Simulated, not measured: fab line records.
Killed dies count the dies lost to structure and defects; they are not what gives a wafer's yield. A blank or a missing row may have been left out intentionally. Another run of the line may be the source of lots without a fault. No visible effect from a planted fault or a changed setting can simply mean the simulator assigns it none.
Lot-split experiment	flow n5Finfet	7 lots, 21 wafers read, on a route of 1938 steps

## ABOUT THE SPLIT
At N5_FIN_CUT_COAT_19 (time 60 s, resist thk 20 nm), the setting spinRpm was moved away from the recipe's 1500 rpm on 7 of the 21 wafers read, by -6.3% to +8.7%. All remaining wafers had this setting at the recipe value.

## FROM THE SPLIT TO THE READING: what the file shows between them, 4 steps
- N5_FIN_CUT_COAT_29: time 60 s, resist thk 10 nm
- N5_FIN_CUT_COAT_02: resist thk 30 nm
- N5_FIN_CUT_DESCUM_13: chemistry O2, time 7 s
- N5_FIN_CUT_ETCH_30: etches underlayer in N2/H2, target depth 13 nm, time 10.4 s

## THE READING
etch.depthNm (the simulator's own value, which no gauge read), in nm, at N5_FIN_CUT_ETCH_20 (etches SiARC in CF4, target depth 26 nm, time 43.3 s). No usual value for it is given in the file. The 14 wafers here that ran the recipe average 20.02 nm, standard deviation 0.047 nm.

wafer	tool, chamber at the split	spinRpm as run, rpm	against the recipe	etch.depthNm, nm	against lot-mates on the recipe
L074.2	lithoTrack-05, 0	1500	recipe	20.08	-
L074.5	lithoTrack-05, 0	1500	recipe	19.99	-
L074.6	lithoTrack-05, 0	1500	recipe	19.99	-
L077.1	lithoTrack-03, 0	1406	-6.3%	20.75	+0.68
L077.3	lithoTrack-03, 0	1406	-6.3%	20.75	+0.68
L077.4	lithoTrack-03, 0	1500	recipe	20.07	-
L079.3	lithoTrack-03, 0	1630	+8.7%	19.16	-0.76
L079.5	lithoTrack-03, 0	1630	+8.7%	19.18	-0.74
L079.6	lithoTrack-03, 0	1500	recipe	19.92	-
L080.2	lithoTrack-02, 0	1500	recipe	20.02	-
L080.3	lithoTrack-02, 0	1500	recipe	19.97	-
L080.5	lithoTrack-02, 0	1409	-6.1%	20.64	+0.65
L090.4	lithoTrack-02, 0	1500	recipe	20.05	-
L090.5	lithoTrack-02, 0	1500	recipe	20	-
L090.6	lithoTrack-02, 0	1500	recipe	20.02	-
L093.3	lithoTrack-02, 0	1441	-3.9%	20.45	+0.35
L093.5	lithoTrack-02, 0	1441	-3.9%	20.42	+0.32
L093.6	lithoTrack-02, 0	1500	recipe	20.1	-
L097.1	lithoTrack-03, 0	1500	recipe	20.03	-
L097.4	lithoTrack-03, 0	1500	recipe	20.03	-
L097.3	lithoTrack-03, 0	1500	recipe	20.07	-

THE FIT
A straight line over all 21 wafers: etch.depthNm changes by -0.104 nm for each +1% of spinRpm; r = -0.99; the points scatter about the line by 0.048 nm.
The same after taking each lot's own level away (the mean of its wafers on the recipe; 21 wafers): -0.0942 nm for each +1%; r = -0.99; scatter 0.045 nm.
Per that fit: largest spinRpm move, reading shift of 0.82 nm.
The lots' own levels span 19.920 to 20.100 nm, that is 3.9 times the standard deviation above.
In other words, the slope is changed by the lot-to-lot level; the two fits disagree.
Check: with one of the wafers moved furthest among these (+8.7%) left out of the fit, the line predicts -0.822 nm for it against its lot-mates. It came out at -0.76 nm against them.

## THE OTHER SPLITS THESE WAFERS WENT THROUGH
These wafers also went through other splits before the reading. Each is held against what the fit with the lots' levels taken away leaves over:
other split on the same wafers	wafers away from the commonest value	r with etch.depthNm (lot level and that fit taken away)
N5_ZERO_LAYER_EXPOSE_08 doseMj	5	+0.12
N5_ZERO_LAYER_DESCUM_16 timeS	3	-0.08
N5_PMOS_HMC_CHANNEL_EPI_HM_DEP_34 timeS	8	+0.24
N5_PMOS_HMC_CHANNEL_EPI_EXPOSE_06 doseMj	5	-0.13
N5_FIN_SAQP_MANDREL_ETCH_22 icpW	10	+0.11

## THE WHOLE CHAIN: every reading that the file lists as answering this split, in the file's order
step	what it does	reading	change (the file's fit)	r (the file's)
N5_FIN_CUT_COAT_19	time 60 s, resist thk 20 nm	SiARC_of_FIN_CUT_COAT_19.thkNm (the simulator's own value, which no gauge read)	-0.0982 nm for each +1% of the setting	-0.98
N5_FIN_CUT_ETCH_20	etches SiARC in CF4, target depth 26 nm, time 43.3 s	etch.depthNm (the simulator's own value, which no gauge read)	-0.0957 nm for each +1% of the setting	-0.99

## FILE'S OWN FIT
etch.depthNm changes by -0.0957 nm for each +1% of spinRpm, r = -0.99.
